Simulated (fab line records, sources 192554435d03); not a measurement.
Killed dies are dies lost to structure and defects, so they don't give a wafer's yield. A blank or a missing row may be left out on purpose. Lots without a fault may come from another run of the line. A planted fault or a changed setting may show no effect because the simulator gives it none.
fab line records | flow n5_finfet
record lots=9 wafers=24 last_day=17
route steps=1938 shown BEOL_M4@1111 BEOL_M6@1262 BEOL_M7@1264 PASSIVATION@1936
lots that met no fault: from a run of the same line without faults
start_h: hours from the record's first day to the start of the lot's first wafer shown | wait_h: hours since the lot's step before | " the same as in the row above | L1.1+2: a row that stands for several wafers | - no value, or no start given | * or withheld: withheld | < > ~ a bound
route shown NAME@n: a module of which the file shows steps, and the number in the route of the first | usual: mean/standard deviation of fault-free wafers | same: alike in all rows | chamber/n: place in a boat | sites: the reading at each site | _std_site: their standard deviation | _edge_site: outer sites' mean less inner sites' | radius_mm: how far each site lies from the wafer's centre | mask NAME#n: copy n | behind: the tool/chamber that last shaped the wafer | hold: why the lot was held/for how many hours/how that ended | device: the transistor (n, p or np) that didn't switch | end of line: the same wafers' tests at the end of the route | a step without rows: its recipe alone | killed: dies lost to structure and defects at the first sort, not the wafer's yield | map: a wafer's dies, x killed, . not, _ none there
set.NAME: the setting as run; set.NAME@STEP: as run at that earlier step | model.NAME: the simulator's own value behind a step, which no gauge read
steps of the route over a sample of lots; a table a step, a row a wafer
services: from which hour (start_h, from the record's first day; less than 0 if before it) a tool's chamber was out of use, for how many hours, and why
## steps
# step N5_BEOL_M4_RC_MEAS_101
# usual DIBL_N=36.7/2.6 DIBL_P=36.9/2.8 IOFF_N=0.17/0.043 IOFF_P=0.22/0.05 ION_N=678/15 ION_P=465/9.2 SS_N=71.6/0.79 SS_P=73.5/0.82 VT_N=250/3.9 VT_P=-250/3.7
# columns lot.wafer tool chamber start_h wait_h DIBL_N[mV/V] DIBL_P[mV/V] IOFF_N[nA/um] IOFF_P[nA/um] ION_N[uA/um] ION_P[uA/um] SS_N[mV/dec] SS_P[mV/dec] VT_N[mV] VT_P[mV]
L138.3 prober-01 0 176.98 0.3 34.5 35.8 0.14 0.18 677 468 71.0 73.3 251 -254
L138.4 " 0 " " 37.9 39.5 0.19 0.24 684 463 72.8 74.0 251 -250
L138.5 " 0 " " 41.6 44.6 0.29 0.33 692 466 73.9 74.8 246 -247
L140.2 prober-02 0 191.70 0.2 36.1 37.0 0.16 0.18 697 466 71.5 73.2 248 -254
L140.4 " 0 " " 35.9 36.4 0.14 0.17 662 446 71.6 73.2 254 -255
L140.5 " 0 " " 37.1 37.0 0.16 0.17 690 459 71.8 74.1 251 -257
L142.1 prober-01 0 197.44 0.0 35.0 34.6 0.14 0.17 680 466 70.4 72.9 250 -253
L142.2 " 0 " " 36.3 36.8 0.15 0.19 682 467 71.4 72.9 250 -254
L142.4 " 0 " " 37.1 37.3 0.18 0.20 694 468 71.7 72.9 247 -253
L143.1 prober-02 0 222.36 0.0 37.0 38.0 0.17 0.23 678 473 71.7 74.1 247 -248
L143.5 " 0 " " 36.4 36.0 0.16 0.21 685 469 72.4 74.1 253 -250
L149.2 prober-02 0 251.40 0.2 39.8 40.8 0.22 0.34 677 473 71.9 74.7 248 -245
L149.4 " 0 " " 36.6 36.0 0.17 0.24 690 480 70.8 73.9 248 -247
L150.3 prober-01 0 251.67 0.3 37.5 36.9 0.17 0.22 674 462 71.0 73.7 248 -247
L150.4 " 0 " " 37.9 39.1 0.16 0.25 672 469 72.3 73.7 248 -247
L155.1 prober-01 0 272.71 0.0 37.1 36.6 0.16 0.21 675 466 72.0 73.8 248 -248
L155.3 " 0 " " 35.9 35.2 0.14 0.18 684 466 71.7 72.9 250 -252
L155.6 " 0 " " 36.6 35.2 0.15 0.19 666 456 72.3 73.9 252 -251
L156.1 prober-01 0 292.09 0.0 36.0 36.6 0.15 0.22 670 467 71.3 73.3 248 -248
L156.4 " 0 " " 36.9 37.5 0.18 0.25 671 460 71.8 74.7 247 -247
L156.5 " 0 " " 35.1 34.9 0.14 0.19 660 451 71.2 73.2 249 -253
L161.2 prober-02 0 309.73 0.2 36.5 37.1 0.14 0.20 683 469 71.2 73.3 255 -253
L161.3 " 0 " " 39.4 40.4 0.18 0.25 673 464 71.8 74.1 252 -251
L161.5 " 0 " " 36.1 36.5 0.13 0.18 667 456 71.5 72.9 253 -253
# step N5_BEOL_M6_INSPECT_58
# recipe inspect_instrument=darkfield mode=post_dep
# usual raw_defect_count=70/29
# columns lot.wafer tool chamber start_h wait_h raw_defect_count
L138.3 defect_inspect-01 - 200.00 0.0 60
L138.4 " - " " 77
L138.5 " - " " 76
L140.2 defect_inspect-01 - 213.87 0.0 54
L140.4 " - " " 31
L140.5 " - " " 61
L142.1 defect_inspect-01 - 215.40 0.0 85
L142.2 " - " " 46
L142.4 " - " " 43
L143.1 defect_inspect-02 - 247.30 0.0 49
L143.5 " - " " 62
L150.3 defect_inspect-01 - 273.17 0.0 53
L150.4 " - " " 38
L149.2 defect_inspect-01 - 276.35 0.0 52
L149.4 " - " " 93
L155.1 defect_inspect-02 - 293.92 0.0 62
L155.3 " - " " 54
L155.6 " - " " 50
L156.1 defect_inspect-02 - 313.67 0.0 98
L156.4 " - " " 164
L156.5 " - " " 106
L161.2 defect_inspect-01 - 331.25 0.0 95
L161.3 " - " " 77
L161.5 " - " " 103
# step N5_BEOL_M7_CURE_74
# recipe temp_c=385 time_s=240 ambient=He/Ar material=SiCOH_lowk
# usual lamp_power_pct=52.32/0.056 wafer_temp_C_max=387.0/0.97
# columns lot.wafer tool chamber start_h wait_h lamp_power_pct wafer_temp_C_max
L138.3 uv_cure-03 2 200.26 0.2 52.32 386.8
L138.4 " 2 " " 52.34 387.6
L138.5 " 2 " " 52.38 387.5
L140.2 uv_cure-01 1 214.05 0.1 52.27 388.9
L140.4 " 1 " " 52.35 388.5
L140.5 " 1 " " 52.33 387.8
L142.1 uv_cure-03 1 215.50 0.0 52.30 386.4
L142.2 " 1 " " 52.34 386.3
L142.4 " 1 " " 52.32 386.2
L143.1 uv_cure-02 1 247.41 0.0 52.38 386.9
L143.5 " 1 " " 52.24 387.4
L150.3 uv_cure-01 0 273.43 0.2 52.34 385.8
L150.4 " 0 " " 52.35 386.1
L149.2 uv_cure-03 0 276.53 0.1 52.40 387.8
L149.4 " 0 " " 52.26 387.8
L155.1 uv_cure-01 1 294.08 0.1 52.35 387.6
L155.3 " 1 " " 52.30 388.2
L155.6 " 1 " " 52.39 389.1
L156.1 uv_cure-02 1 313.77 0.0 52.33 386.6
L156.4 " 1 " " 52.42 387.8
L156.5 " 1 " " 52.19 387.1
L161.2 uv_cure-01 1 331.43 0.1 52.34 388.1
L161.3 " 1 " " 52.19 388.3
L161.5 " 1 " " 52.25 388.5
# step N5_BEOL_M7_HM_DEP_02
# recipe material=TiN target_thk_a=200 temp_c=25 chamber_pressure_pa=0.49996
# usual throttle_valve_pct=29.9/0.85
# columns lot.wafer tool chamber start_h wait_h throttle_valve_pct
L138.3 pvd_sputter-03 - 202.46 1.8 29.2
L138.4 " - " " 28.8
L138.5 " - " " 29.3
L140.2 pvd_sputter-02 - 214.86 0.3 29.8
L140.4 " - " " 30.3
L140.5 " - " " 30.8
L142.1 pvd_sputter-01 - 216.94 0.9 30.2
L142.2 " - " " 30.5
L142.4 " - " " 31.0
L143.1 pvd_sputter-02 - 248.20 0.2 30.8
L143.5 " - " " 30.6
L150.3 pvd_sputter-01 - 274.45 0.6 30.6
L150.4 " - " " 30.1
L149.2 pvd_sputter-01 - 279.15 2.1 30.5
L149.4 " - " " 30.4
L155.1 pvd_sputter-01 - 296.30 1.2 30.9
L155.3 " - " " 30.3
L155.6 " - " " 30.7
L156.1 pvd_sputter-03 - 315.88 1.5 29.3
L156.4 " - " " 29.6
L156.5 " - " " 29.2
L161.2 pvd_sputter-02 - 333.73 1.8 28.4
L161.3 " - " " 29.9
L161.5 " - " " 30.0
# step N5_BEOL_M7_ETCH_62
# recipe chemistry=N2/H2 target=SOC target_depth_a=1100 overetch_a=220 mask_material=SiARC temp_c=40 time_s=165 ion_energy_ev=200 pressure_mtorr=30 source_w=840 bias_w=150 n2_flow_sccm=200 h2_flow_sccm=200
# usual drypump_motor_current_A=5.6/0.47 oes_product_au=0.65/0.068 rf_vpp_V=524.0/2.2 showerhead_plenum_p_Torr=2.55/0.07 throttle_valve_pct=17.87/0.26
# columns lot.wafer tool chamber start_h wait_h drypump_motor_current_A oes_product_au rf_hours_counter_h rf_vpp_V showerhead_plenum_p_Torr throttle_valve_pct
L138.3 rie_diel-02 3 203.13 0.0 5.1 0.58 236 522.2 2.52 18.04
L138.4 " 0 " " 5.6 0.68 105 521.7 2.46 17.94
L138.5 " 2 " " 5.4 0.62 - 527.7 2.63 17.56
L140.2 rie_diel-04 2 215.56 0.0 5.6 0.69 91 528.4 2.68 17.71
L140.4 " 0 " " 6.1 0.61 225 527.7 2.64 18.22
L140.5 " 0 " " 6.1 0.61 - 525.4 2.64 18.22
L142.1 rie_diel-02 2 217.61 0.0 5.4 0.63 173 528.3 2.63 17.56
L142.2 " 0 " " 5.6 0.68 109 522.1 2.46 17.94
L142.4 " 1 " " 6.5 0.62 206 523.7 2.51 17.90
L143.1 rie_diel-02 3 248.87 0.0 5.1 0.58 250 523.5 2.51 18.04
L143.5 " 1 " " 6.5 0.60 - 523.7 2.51 17.92
L150.3 rie_diel-02 2 275.00 0.0 5.4 0.51 192 527.0 2.62 17.57
L150.4 " 0 " " 5.5 0.66 128 521.8 2.46 17.97
L149.2 rie_diel-02 2 279.70 0.0 5.4 0.50 194 526.0 2.62 17.57
L149.4 " 0 " " 5.6 0.66 131 519.0 2.45 17.96
L155.1 rie_diel-04 1 296.86 0.0 5.8 0.57 240 523.3 2.53 18.53
L155.3 " 0 " " 6.0 0.59 248 524.2 2.63 18.26
L155.6 " 3 " " 5.2 0.57 - 525.1 2.63 18.11
L156.1 rie_diel-04 1 316.96 0.0 5.8 0.57 249 521.4 2.53 18.53
L156.4 " 3 " " 5.2 0.58 - 525.0 2.63 18.12
L156.5 " 2 " " 5.6 0.66 - 525.9 2.66 17.77
L161.2 rie_diel-03 0 334.44 0.0 5.6 0.73 52 523.3 2.48 17.49
L161.3 " 2 " " 5.7 0.67 123 524.3 2.53 17.49
L161.5 " 1 " " 4.9 0.72 - 522.5 2.48 17.96
# step N5_BEOL_M7_HM_OPEN_17
# recipe chemistry=Cl2/BCl3 target_depth_a=200 overetch_a=60 target=TiN mask_material=SOC ion_energy_ev=150 pressure_mtorr=10 icp_w=1000 bias_w=126 Cl2_flow_sccm=53.25 bcl3_flow_sccm=21.75 Ar_flow_sccm=25
# usual bcl3_flow_sccm=21.75/0.064 drypump_motor_current_A=5.7/0.4 he_backside_leak_sccm=3.4/0.35 mfc_cl2_sccm=53.25/0.16 oes_ar_750_au=0.81/0.066 oes_product_au=0.69/0.043 throttle_valve_pct=21.98/0.24
# columns lot.wafer tool chamber start_h wait_h bcl3_flow_sccm drypump_motor_current_A he_backside_leak_sccm mfc_cl2_sccm oes_ar_750_au oes_product_au rf_hours_counter_h throttle_valve_pct
L138.3 rie_metal-03 0 203.35 0.1 21.63 6.3 3.4 53.12 0.90 0.73 - 21.84
L138.4 " 1 " " 21.67 5.8 3.1 53.08 0.78 0.68 - 22.20
L138.5 " 0 " " 21.66 6.3 3.5 53.12 0.90 0.73 - 21.83
L140.2 rie_metal-03 0 215.75 0.0 21.81 6.3 3.6 53.11 0.89 0.71 22 21.86
L140.4 " 1 " " 21.80 5.8 2.9 53.10 0.77 0.68 - 22.20
L140.5 " 1 " " 21.80 5.7 2.6 53.19 0.77 0.68 - 22.20
L142.1 rie_metal-02 0 217.80 0.0 21.79 5.2 3.4 53.10 0.93 0.78 5 21.56
L142.2 " 1 " " 21.71 5.3 3.5 53.16 0.86 0.72 22 22.14
L142.4 " 0 " " 21.72 5.2 3.4 52.86 0.94 0.79 - 21.57
L143.1 rie_metal-01 0 249.06 0.0 21.75 6.2 3.5 53.34 0.71 0.63 63 21.87
L143.5 " 0 " " 21.80 6.2 3.6 53.39 0.71 0.63 - 21.88
L150.3 rie_metal-02 1 275.22 0.1 21.67 5.3 3.6 53.17 0.84 0.31 - 22.81
L150.4 " 0 " " 21.75 5.2 3.3 52.91 0.89 0.76 - 21.57
L149.2 rie_metal-02 1 279.89 0.0 21.74 5.3 3.6 53.13 0.84 0.31 28 22.80
L149.4 " 0 " " 21.67 5.2 3.2 53.20 0.89 0.76 - 21.57
L155.1 rie_metal-02 1 297.05 0.0 21.87 5.3 3.3 53.04 0.83 0.70 29 22.16
L155.3 " 0 " " 21.77 5.2 3.2 53.15 0.88 0.74 - 21.58
L155.6 " 1 " " 21.86 5.3 3.4 53.14 0.84 0.70 - 22.16
L156.1 rie_metal-03 1 317.15 0.0 21.75 5.8 2.9 53.25 0.74 0.65 52 22.24
L156.4 " 0 " " 21.71 6.3 3.4 53.28 0.86 0.69 - 21.87
L156.5 " 1 " " 21.74 5.8 3.2 53.17 0.74 0.65 - 22.25
L161.2 rie_metal-02 0 334.62 0.0 21.77 5.2 3.0 53.32 0.87 0.73 16 21.60
L161.3 " 1 " " 21.82 5.3 3.1 53.18 0.83 0.70 - 22.16
L161.5 " 1 " " 21.68 5.3 3.4 53.38 0.82 0.69 - 22.18
# step N5_BEOL_M7_CD_MEAS_18
# recipe pitch_nm=80 target_cd_nm=40
# usual cd_nm=39.8/0.6
# columns lot.wafer tool chamber start_h wait_h cd_nm
L138.3 cd_sem-02 - 203.53 0.1 39.1
L138.4 " - " " 38.9
L138.5 " - " " 39.5
L140.2 cd_sem-03 - 215.93 0.1 40.2
L140.4 " - " " 39.7
L140.5 " - " " 39.3
L142.1 cd_sem-01 - 217.98 0.0 41.0
L142.2 " - " " 40.5
L142.4 " - " " 40.7
L143.1 cd_sem-03 - 249.24 0.0 39.2
L143.5 " - " " 40.2
L150.3 cd_sem-02 - 275.47 0.1 -
L150.4 " - " " 38.6
L149.2 cd_sem-03 - 280.08 0.1 -
L149.4 " - " " 39.8
L155.1 cd_sem-02 - 297.24 0.0 40.3
L155.3 " - " " 40.0
L155.6 " - " " 40.2
L156.1 cd_sem-03 - 317.47 0.0 40.4
L156.4 " - " " 40.6
L156.5 " - " " 40.4
L161.2 cd_sem-01 - 334.81 0.1 38.7
L161.3 " - " " 39.9
L161.5 " - " " 37.9
# step N5_BEOL_M7_OCD_MEAS_38
# usual trench_depth_nm=92.8/2.4
# columns lot.wafer tool chamber start_h wait_h trench_depth_nm
L138.3 ocd-01 - 206.82 - 93.4
L138.4 " - " " 93.8
L138.5 " - " " 92.9
L140.2 ocd-02 - 216.94 - 90.8
L140.4 " - " " 92.4
L140.5 " - " " 89.5
L142.1 ocd-01 - 219.88 - 91.7
L142.2 " - " " 93.3
L142.4 " - " " 87.3
L143.1 ocd-01 - 250.34 - 92.9
L143.5 " - " " 92.8
L150.3 ocd-01 - 276.62 - -
L150.4 " - " " 91.0
L149.2 ocd-02 - 280.94 - -
L149.4 " - " " 95.5
L155.1 ocd-01 - 299.81 - 96.3
L155.3 " - " " 93.0
L155.6 " - " " 91.3
L156.1 ocd-01 - 320.64 - 95.4
L156.4 " - " " 89.2
L156.5 " - " " 90.4
L161.2 ocd-01 - 336.25 - 91.5
L161.3 " - " " 94.4
L161.5 " - " " 93.7
# step N5_PASSIVATION_PROBE_49
# usual defect_limited_yield=91.0/1.4 killed_at_M0_to_M3=36/9.6 killed_at_M4_up=14/6.1 killed_at_contacts=13/6.6 killed_at_front_end=40/11 killed_at_other=3.2/2.9 killed_dies=106/17 killed_on_rim=14/3.9 killed_open=71/12 killed_short=33/7.3 sort_bin_4_leakage=0.02/0.11 sort_bin_5_function=5.3/1 sort_bin_6_memory=3.4/0.68 sort_bin_8_speed=0.0/0.51 sort_n_pass=1073/19 sort_yield_pct=91.0/1.6
# same gross_dies=1180 killed_at_back_side=0
# columns lot.wafer tool chamber start_h wait_h defect_limited_yield[%] killed_at_M0_to_M3 killed_at_M4_up killed_at_contacts killed_at_front_end killed_at_other killed_dies killed_on_rim killed_open killed_short sort_bin_4_leakage[%] sort_bin_5_function[%] sort_bin_6_memory[%] sort_bin_8_speed[%] sort_n_pass sort_yield_pct[%]
L138.3 prober-02 - 287.97 0.1 92.0 26 6 22 39 1 94 17 65 27 0 5.0 2.6 0 1086 92.0
L138.4 prober-02 - 288.02 0.2 92.9 33 9 22 19 1 84 8 58 23 0 4.7 2.0 0 1096 92.9
L138.5 prober-02 - 288.07 0.2 93.9 28 7 16 17 4 72 14 54 18 0.68 3.3 2.6 0 1100 93.2
L140.2 prober-01 - 299.45 0.1 91.8 42 16 12 26 1 97 10 64 32 0 4.7 3.2 0 1083 91.8
L140.4 prober-01 - 299.55 0.2 92.1 25 8 12 42 6 93 11 55 38 0 5.4 2.0 0 1087 92.1
L140.5 prober-01 - 299.60 0.2 91.1 32 19 8 42 4 105 10 68 35 0 5.2 3.6 0 1075 91.1
L142.1 prober-02 - 302.80 0.0 91.4 47 16 7 28 4 102 15 76 26 0 5.3 3.2 0 1078 91.4
L142.2 prober-02 - 302.85 0.1 90.2 24 29 6 49 8 116 17 77 32 0 5.8 3.6 0 1064 90.2
L142.4 prober-02 - 302.95 0.2 92.6 30 8 10 35 4 87 11 53 33 0 4.6 2.7 0 1093 92.6
L143.1 prober-01 - 327.19 0.0 91.9 29 16 11 38 1 95 13 64 31 0 5.0 2.9 0 1085 91.9
L143.5 prober-01 - 327.39 0.2 90.3 39 11 15 50 0 115 12 75 40 0 6.4 3.1 0 1065 90.3
L150.3 prober-01 - 347.88 0.1 0 41 1068 12 58 1 1180 152 84 47 0 95.0 4.2 0 0 0
L150.4 prober-01 - 347.93 0.2 89.2 42 16 17 52 0 127 12 76 49 0 6.5 4.1 0.1 1053 89.2
L149.2 prober-02 - 357.74 0.4 0 40 1087 7 32 14 1180 152 64 33 0 96.9 2.9 0 0 0
L149.4 prober-02 - 357.84 0.5 88.6 47 4 11 54 18 134 13 84 46 0 6.4 4.7 0 1046 88.6
L155.1 prober-01 - 385.25 0.0 92.2 32 25 13 22 0 92 12 58 34 0 4.3 3.3 0 1088 92.2
L155.3 prober-01 - 385.35 0.1 90.6 50 12 8 41 0 111 10 64 39 0 5.7 2.8 0 1069 90.6
L155.6 prober-01 - 385.50 0.3 90.2 59 15 16 26 0 116 16 79 34 0 4.9 4.6 0 1064 90.2
L156.1 prober-02 - 391.42 0.0 89.7 46 9 13 47 6 121 15 81 33 0 6.0 3.8 0 1059 89.7
L156.4 prober-02 - 391.57 0.2 93.3 30 8 10 28 3 79 9 51 28 0 3.8 2.6 0 1101 93.3
L156.5 prober-02 - 391.62 0.2 91.9 40 13 17 26 0 96 7 62 33 0 4.9 3.0 0 1084 91.9
L161.2 prober-01 - 413.94 0.1 92.5 40 7 3 37 1 88 12 58 26 0 4.7 2.7 0 1092 92.5
L161.3 prober-01 - 413.99 0.1 92.4 38 13 11 26 2 90 15 64 23 0 5.3 2.4 0 1090 92.4
L161.5 prober-01 - 414.09 0.2 91.9 37 16 14 25 3 95 13 66 29 0 4.5 3.2 0 1085 91.9
# killed by level:class
L138.3 MOL_CONTACT_COAG:geometric_particle:open=17 BEOL_M3:geometric_particle:open=6 STI_FIN_REVEAL:geometric_particle:open=6 BEOL_M0_SAQP:geometric_particle:short=6 STARTING-WAFER:geometric_particle:open=6 MOL_CONTACT_COAG:geometric_particle:short=5 BEOL_M2:geometric_particle:open=5 STARTING-WAFER:geometric_particle:short=5
L138.4 MOL_CONTACT_COAG:geometric_particle:open=19 BEOL_M0_SAQP:geometric_particle:short=9 BEOL_M3:geometric_particle:open=8 BEOL_M0_SAQP:geometric_particle:open=5 BEOL_M2:geometric_particle:open=5 STI_FIN_REVEAL:geometric_particle:open=4 GATE_CUT:geometric_particle:open=3 MOL_CONTACT_COAG:geometric_particle:short=3
L138.5 MOL_CONTACT_COAG:geometric_particle:open=15 BEOL_M3:geometric_particle:open=8 BEOL_M0_SAQP:geometric_particle:open=6 STI_FIN_REVEAL:geometric_particle:open=4 BEOL_M3:geometric_particle:short=4 FIN_SAQP:geometric_particle:open=3 FIN_SAQP:geometric_particle:short=3 BEOL_M1:geometric_particle:short=3
L140.2 MOL_CONTACT_COAG:geometric_particle:open=11 BEOL_M0_SAQP:geometric_particle:open=11 BEOL_M0_SAQP:geometric_particle:short=11 BEOL_M1:geometric_particle:open=7 BEOL_M2:geometric_particle:open=6 FIN_SAQP:geometric_particle:short=5 STI_FIN_REVEAL:geometric_particle:open=5 BEOL_M4:geometric_particle:open=5
L140.4 MOL_CONTACT_COAG:geometric_particle:open=9 BEOL_M1:geometric_particle:open=9 STI_FIN_REVEAL:geometric_particle:open=7 STARTING-WAFER:geometric_particle:short=6 STI_FIN_REVEAL:geometric_particle:short=5 DUMMY_GATE:geometric_particle:open=5 FIN_SAQP:geometric_particle:short=4 GATE_CUT:geometric_particle:short=4
L140.5 FIN_SAQP:geometric_particle:open=11 BEOL_M1:geometric_particle:open=10 BEOL_M0_SAQP:geometric_particle:short=9 STI_FIN_REVEAL:geometric_particle:open=8 BEOL_M0_SAQP:geometric_particle:open=8 BEOL_M4:geometric_particle:open=8 GATE_CUT:geometric_particle:short=6 FIN_SAQP:geometric_particle:short=5
L142.1 BEOL_M1:geometric_particle:open=13 BEOL_M3:geometric_particle:open=11 STI_FIN_REVEAL:geometric_particle:open=8 BEOL_M4:geometric_particle:open=7 MOL_CONTACT_COAG:geometric_particle:open=5 BEOL_M0_SAQP:geometric_particle:short=5 BEOL_M2:geometric_particle:open=5 GATE_CUT:geometric_particle:short=4
L142.2 BEOL_M4:geometric_particle:open=17 FIN_SAQP:geometric_particle:open=14 BEOL_M2:geometric_particle:open=14 FIN_SAQP:geometric_particle:short=8 STI_FIN_REVEAL:geometric_particle:open=7 DUMMY_GATE:geometric_particle:open=4 GATE_CUT:geometric_particle:short=4 MOL_CONTACT_COAG:geometric_particle:open=4
L142.4 FIN_SAQP:geometric_particle:open=8 FIN_SAQP:geometric_particle:short=8 MOL_CONTACT_COAG:geometric_particle:open=7 BEOL_M2:geometric_particle:open=6 BEOL_M0_SAQP:geometric_particle:short=6 STI_FIN_REVEAL:geometric_particle:open=5 BEOL_M0_SAQP:geometric_particle:open=5 BEOL_M3:geometric_particle:open=4
L143.1 STI_FIN_REVEAL:geometric_particle:open=13 MOL_CONTACT_COAG:geometric_particle:open=11 FIN_SAQP:geometric_particle:open=6 STI_FIN_REVEAL:geometric_particle:short=6 BEOL_M2:geometric_particle:open=6 FIN_SAQP:geometric_particle:short=5 BEOL_M3:geometric_particle:short=5 BEOL_M0_SAQP:geometric_particle:short=5
L143.5 FIN_SAQP:geometric_particle:open=15 FIN_SAQP:geometric_particle:short=14 MOL_CONTACT_COAG:geometric_particle:open=12 STI_FIN_REVEAL:geometric_particle:open=10 BEOL_M0_SAQP:geometric_particle:short=9 BEOL_M0_SAQP:geometric_particle:open=7 BEOL_M2:geometric_particle:open=7 BEOL_M3:geometric_particle:open=7
L150.3 BEOL_M7:area_etch=1048 BEOL_M0_SAQP:geometric_particle:open=20 FIN_SAQP:geometric_particle:short=15 FIN_SAQP:geometric_particle:open=15 BEOL_M0_SAQP:geometric_particle:short=11 MOL_CONTACT_COAG:geometric_particle:open=8 BEOL_M4:geometric_particle:open=8 STI_FIN_REVEAL:geometric_particle:open=7
L150.4 FIN_SAQP:geometric_particle:short=14 FIN_SAQP:geometric_particle:open=13 MOL_CONTACT_COAG:geometric_particle:open=13 BEOL_M2:geometric_particle:open=13 BEOL_M0_SAQP:geometric_particle:short=9 BEOL_M0_SAQP:geometric_particle:open=8 DUMMY_GATE:geometric_particle:open=6 STARTING-WAFER:geometric_particle:short=5
L149.2 BEOL_M7:area_etch=1083 BEOL_M3:geometric_particle:open=9 FIN_SAQP:geometric_particle:short=8 BEOL_M0_SAQP:geometric_particle:open=8 BEOL_M2:geometric_particle:open=8 STI_FIN_REVEAL:geometric_particle:open=6 MOL_CONTACT_COAG:geometric_particle:open=6 GATE_CUT:geometric_particle:short=5
L149.4 STI_FIN_REVEAL:geometric_particle:open=20 BEOL_M1:geometric_particle:open=10 MOL_CONTACT_COAG:geometric_particle:open=9 BEOL_M2:geometric_particle:open=8 BEOL_M3:geometric_particle:open=8 MIM_BOT:geometric_particle:short=7 BEOL_M0_SAQP:geometric_particle:short=5 GATE_CUT:geometric_particle:open=5
L155.1 BEOL_M4:geometric_particle:open=13 MOL_CONTACT_COAG:geometric_particle:open=10 BEOL_M1:geometric_particle:open=10 BEOL_M0_SAQP:geometric_particle:short=9 BEOL_M1:geometric_particle:short=7 STARTING-WAFER:geometric_particle:open=4 STARTING-WAFER:geometric_particle:short=4 FIN_SAQP:geometric_particle:short=3
L155.3 BEOL_M1:geometric_particle:open=14 BEOL_M0_SAQP:geometric_particle:open=10 FIN_SAQP:geometric_particle:short=9 BEOL_M4:geometric_particle:open=8 BEOL_M1:geometric_particle:short=7 BEOL_M2:geometric_particle:open=7 MOL_CONTACT_COAG:geometric_particle:open=6 FIN_SAQP:geometric_particle:open=5
L155.6 BEOL_M1:geometric_particle:open=18 MOL_CONTACT_COAG:geometric_particle:open=13 BEOL_M0_SAQP:geometric_particle:open=12 BEOL_M0_SAQP:geometric_particle:short=11 BEOL_M1:geometric_particle:short=6 FIN_SAQP:geometric_particle:short=5 FIN_SAQP:geometric_particle:open=5 BEOL_M3:geometric_particle:open=4
L156.1 STI_FIN_REVEAL:geometric_particle:open=17 BEOL_M2:geometric_particle:open=16 MOL_CONTACT_COAG:geometric_particle:open=10 BEOL_M3:geometric_particle:open=10 BEOL_M0_SAQP:geometric_particle:short=7 FIN_CUT:area_etch=7 BEOL_M4:geometric_particle:open=6 DUMMY_GATE:geometric_particle:open=5
L156.4 DUMMY_GATE:geometric_particle:open=9 BEOL_M2:geometric_particle:open=8 MOL_CONTACT_COAG:geometric_particle:open=7 FIN_SAQP:geometric_particle:short=5 BEOL_M0_SAQP:geometric_particle:short=5 BEOL_M0:geometric_particle:open=5 BEOL_M0_SAQP:geometric_particle:open=4 STARTING-WAFER:geometric_particle:short=4
L156.5 MOL_CONTACT_COAG:geometric_particle:open=13 BEOL_M3:geometric_particle:open=13 BEOL_M0_SAQP:geometric_particle:short=7 FIN_SAQP:geometric_particle:short=6 BEOL_M2:geometric_particle:open=6 DUMMY_GATE:geometric_particle:open=5 STI_FIN_REVEAL:geometric_particle:open=4 GATE_CUT:geometric_particle:short=4
L161.2 BEOL_M3:geometric_particle:open=13 FIN_SAQP:geometric_particle:short=10 BEOL_M2:geometric_particle:open=9 STI_FIN_REVEAL:geometric_particle:open=8 DUMMY_GATE:geometric_particle:open=6 BEOL_M3:geometric_particle:short=6 BEOL_M1:geometric_particle:open=5 FIN_SAQP:geometric_particle:open=4
L161.3 MOL_CONTACT_COAG:geometric_particle:open=10 BEOL_M0_SAQP:geometric_particle:open=9 BEOL_M0_SAQP:geometric_particle:short=7 FIN_SAQP:geometric_particle:open=6 BEOL_M0:geometric_particle:open=5 BEOL_M2:geometric_particle:open=5 BEOL_M4:geometric_particle:open=4 GATE_CUT:geometric_particle:short=4
L161.5 MOL_CONTACT_COAG:geometric_particle:open=13 BEOL_M0_SAQP:geometric_particle:open=11 FIN_SAQP:geometric_particle:open=9 BEOL_M0_SAQP:geometric_particle:short=8 BEOL_M2:geometric_particle:open=6 BEOL_M8:geometric_particle:open=6 BEOL_M4:geometric_particle:open=4 BEOL_M3:geometric_particle:open=4
## services
# columns tool chamber start_h hours kind
rie_diel-04 3 200.03 2.9 repair
rie_diel-03 2 218.45 2.0 repair
uv_cure-01 - 218.77 0.5 repair
uv_cure-01 - 237.66 0.7 repair
rie_metal-03 1 237.99 2.5 repair
rie_diel-02 3 250.70 - clean
rie_diel-02 3 250.70 - consumable_replace:focus_ring
rie_diel-02 3 250.70 20.8 scheduled_down
rie_diel-02 3 250.70 20.8 vent_cycle
rie_metal-03 0 259.33 20.7 repair
uv_cure-02 - 271.13 1.0 pm
rie_metal-02 - 288.37 2.8 pm
rie_metal-02 1 292.25 2.5 repair
pvd_sputter-01 - 302.54 1.3 repair
rie_diel-04 0 303.96 - clean
rie_diel-04 0 303.96 - consumable_replace:focus_ring
rie_diel-04 0 303.96 25.1 scheduled_down
rie_diel-04 0 303.96 25.1 vent_cycle
rie_diel-02 1 325.70 5.8 repair
rie_diel-04 1 329.40 - clean
rie_diel-04 1 329.40 - consumable_replace:focus_ring
rie_diel-04 1 329.40 24.2 scheduled_down
uv_cure-03 - 329.53 0.7 repair
pvd_sputter-01 - 331.05 9.3 repair
## key
first_sign step=N5_BEOL_M7_HM_OPEN_17 reading=oes_product_au direction=down sigmas=9 usual=0.69 struck=0.31
effect step=N5_BEOL_M7_CD_MEAS_18 reading=cd_nm direction=missing
effect step=N5_BEOL_M7_OCD_MEAS_38 reading=trench_depth_nm direction=missing
effect step=N5_PASSIVATION_PROBE_49 reading=killed_at_M4_up direction=up sigmas=99+ usual=14 struck=1078
more_kills_born_at N5_BEOL_M7_ETCH_62@rie_diel-02=2131
met_at N5_BEOL_M7_ETCH_62
struck_lots L149,L150
struck_wafers L149.2,L150.3
later_rows_left_out L149.2,L150.3
not_acting_at N5_BEOL_M6_INSPECT_58,N5_BEOL_M7_CURE_74,N5_BEOL_M7_HM_DEP_02
onset_between 248.87 275.00
fault kind=process_parameter_drift tool=rie_diel-02 chamber=- onset_h=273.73 steps=N5_BEOL_M7_ETCH_62 channel=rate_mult offset=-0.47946 shape=step end_h=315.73 scope=struck_wafers_only
# later_rows_left_out: the simulator's readings of these wafers behind a module that went badly wrong aren't trusted and aren't shown, but for the sort
